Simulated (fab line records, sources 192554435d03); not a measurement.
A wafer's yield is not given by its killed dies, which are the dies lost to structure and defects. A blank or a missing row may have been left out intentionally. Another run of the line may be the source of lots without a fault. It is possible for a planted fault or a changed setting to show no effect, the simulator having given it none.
Comparing a struck lot with a sound one || flow n5_finfet || 24 steps out of a route of 1938
Sound: the wafers L362.3, L362.5, L362.6. Wafers struck: L369.2, L369.5, L369.6. The cause comes at the end.
Per side, at each step with rows, come the tool, then ch with its chambers, and then its first start. Under that, the readings that differ: sound wafers || struck wafers || difference of the means || sigmas: that difference in standard deviations of wafers without a fault.
alike: same words and numbers on both sides, and readings whose means sit less than 2 such deviations apart. not compared: any withheld reading, any reading some wafer has no value for, any bound like >300 that may hide the same value, and any number with overlapping values for which the record gives no deviation.
Wherever a step has rows on one side only, a row that says differs or no value, or a row with sigmas, the two part there. Numbers that don't overlap but have no deviation are shown without sigmas and don't part them. Lack of a reading on every wafer of one side parts them only where that side has two or more wafers.

first, 2 steps without rows for these wafers: N5_BEOL_M1_CO_CAP_55 (material Co, precursor CCTBA/H2, target thk 2 nm, time 102.1 s); N5_BEOL_M1_PRE_CLEAN_56 (time 15 s).
N5_BEOL_M1_DEP_57: deposits SiCN from 3MS/NH3, target thk 8 nm, time 14 s.
  sound on pecvd-02 ch 0,1,2, day 7 15:37; struck on pecvd-01 ch 0,2, day 9 13:45
  alike: showerhead_plenum_p_Torr, throttle_valve_pct
N5_BEOL_M1_RS_MEAS_58: measures by four-point-probe.
  struck on film_metro-01, day 9 13:49; sound on film_metro-01, day 7 15:41
  alike: M1_RS
N5_BEOL_M1_INSPECT_59: inspects for defects (darkfield).
  struck on defect_inspect-01, day 9 13:50; sound on defect_inspect-02, day 7 15:43
  alike: raw_defect_count
N5_BEOL_M2_ILD_DEP_00: deposits SiOC from DEMS/O2, target thk 79 nm, time 15.3 s.
  sound on pecvd-04 ch 0,2, day 7 15:45; struck on pecvd-04 ch 1,2, day 9 13:53
  alike: heater_power_w, showerhead_plenum_p_Torr, throttle_valve_pct
N5_BEOL_M2_THK_MEAS_01:
  struck on film_metro-01, day 9 13:56; sound on film_metro-02, day 7 15:49
  alike: M2_ILD_THK
N5_BEOL_M2_PECVD_72: deposits SiO2 from TEOS/O2, target thk 16 nm, time 18 s.
  sound on pecvd-01 ch 1,2, day 7 15:51; struck on pecvd-04 ch 0,1, day 9 13:59
{"reading": "throttle_valve_pct (%)", "sound": "24.6 23.1 24.4", "struck": "22.0 22.0 22.9", "difference": -1.7, "sigmas": -2}
  alike: heater_power_w, showerhead_plenum_p_Torr
N5_BEOL_M2_HM_DEP_02: deposits TiN, target thk 20 nm.
  struck on pvd_sputter-02, day 9 16:19; sound on pvd_sputter-03, day 7 16:40
{"reading": "throttle_valve_pct (%)", "sound": "32.3 31.7 32.4", "struck": "30.0 29.1 29.9", "difference": -2.5, "sigmas": -2}
then, 3 steps without rows for these wafers: N5_BEOL_M2_COAT_61 (time 60 s, resist thk 60 nm); N5_BEOL_M2_COAT_62 (time 60 s, resist thk 12 nm); N5_BEOL_M2_COAT_73 (time 60 s, resist thk 5 nm).
N5_BEOL_M2_COAT_05: resist thk 30 nm.
  sound on litho_track-01 ch 0, day 7 16:48; struck on litho_track-05 ch 0, day 9 16:27
{"reading": "spin_speed_rpm (rpm)", "sound": "1500.9 1501.2 1500.6", "struck": "1447.9 1448.0 1446.8", "difference": -53.3, "sigmas": -59}
{"reading": "model.CAR-EUV_of_BEOL_M2_COAT_05.thk_nm (nm)", "sound": "30 30 30", "struck": "30.6 30.8 30.6", "difference": "+0.7", "sigmas": ""}
then, 5 steps without rows for these wafers: N5_BEOL_M2_EBR_07; N5_BEOL_M2_SOFTBAKE_06 (time 60 s); N5_BEOL_M2_EXPOSE_08 (exposes mask M2); N5_BEOL_M2_PEB_09 (peb time 60 s); N5_BEOL_M2_DEVELOP_10 (develop time 30 s).
N5_BEOL_M2_CD_MEAS_11: the cd target is 16.79 nm.
  sound on cd_sem-02 ch 0, day 7 17:04; struck on cd_sem-03 ch 0, day 9 16:50
  alike: cd_nm
N5_BEOL_M2_OVL_MEAS_12:
  sound on overlay-02 ch 0, day 7 17:07; struck on overlay-02 ch 0, day 9 16:52
  alike: M2_OVL
N5_BEOL_M2_INSPECT_13: inspects for defects (brightfield).
  struck on defect_inspect-02, day 9 16:56; sound on defect_inspect-01, day 7 17:09
  alike: raw_defect_count
N5_BEOL_M2_DESCUM_16: chemistry O2, time 7 s.
  sound on rie_diel-02 ch 0,3, day 7 17:11; struck on rie_diel-03 ch 0,1,3, day 9 17:32
{"reading": "model.CAR-EUV_of_BEOL_M2_COAT_05.thk_nm (nm)", "sound": "26 26 26", "struck": "26.6 26.8 26.6", "difference": "+0.7", "sigmas": ""}
  alike: drypump_motor_current_A, oes_product_au, rf_vpp_V, showerhead_plenum_p_Torr, throttle_valve_pct
  not compared: rf_hours_counter_h
N5_BEOL_M2_ETCH_74: etches underlayer in N2/H2, target depth 6.5 nm, time 5.2 s.
  sound on rie_diel-02 ch 0,3, day 7 17:13; struck on rie_diel-03 ch 0,1,3, day 9 17:34
  alike: drypump_motor_current_A, etch_rf_on_time_s, oes_product_au, rf_vpp_V, showerhead_plenum_p_Torr, throttle_valve_pct
  not compared: rf_hours_counter_h
N5_BEOL_M4_RC_MEAS_101:
  sound on prober-01 ch 0, day 10 08:11; struck on prober-01 ch 0, day 11 17:28
{"reading": "ION_N (uA/um)", "sound": "678 672 694", "struck": "656 660 671", "difference": -19, "sigmas": -2}
{"reading": "VT_N (mV)", "sound": "246 249 243", "struck": "256 255 252", "difference": "+8", "sigmas": "+3"}
  alike: DIBL_N, DIBL_P, IOFF_N, IOFF_P, ION_P, SS_N, SS_P, VT_P

## WHERE THEY PART
First at N5_BEOL_M2_PECVD_72; last, within this record, at N5_BEOL_M4_RC_MEAS_101.

WHY: whatever the simulator had introduced
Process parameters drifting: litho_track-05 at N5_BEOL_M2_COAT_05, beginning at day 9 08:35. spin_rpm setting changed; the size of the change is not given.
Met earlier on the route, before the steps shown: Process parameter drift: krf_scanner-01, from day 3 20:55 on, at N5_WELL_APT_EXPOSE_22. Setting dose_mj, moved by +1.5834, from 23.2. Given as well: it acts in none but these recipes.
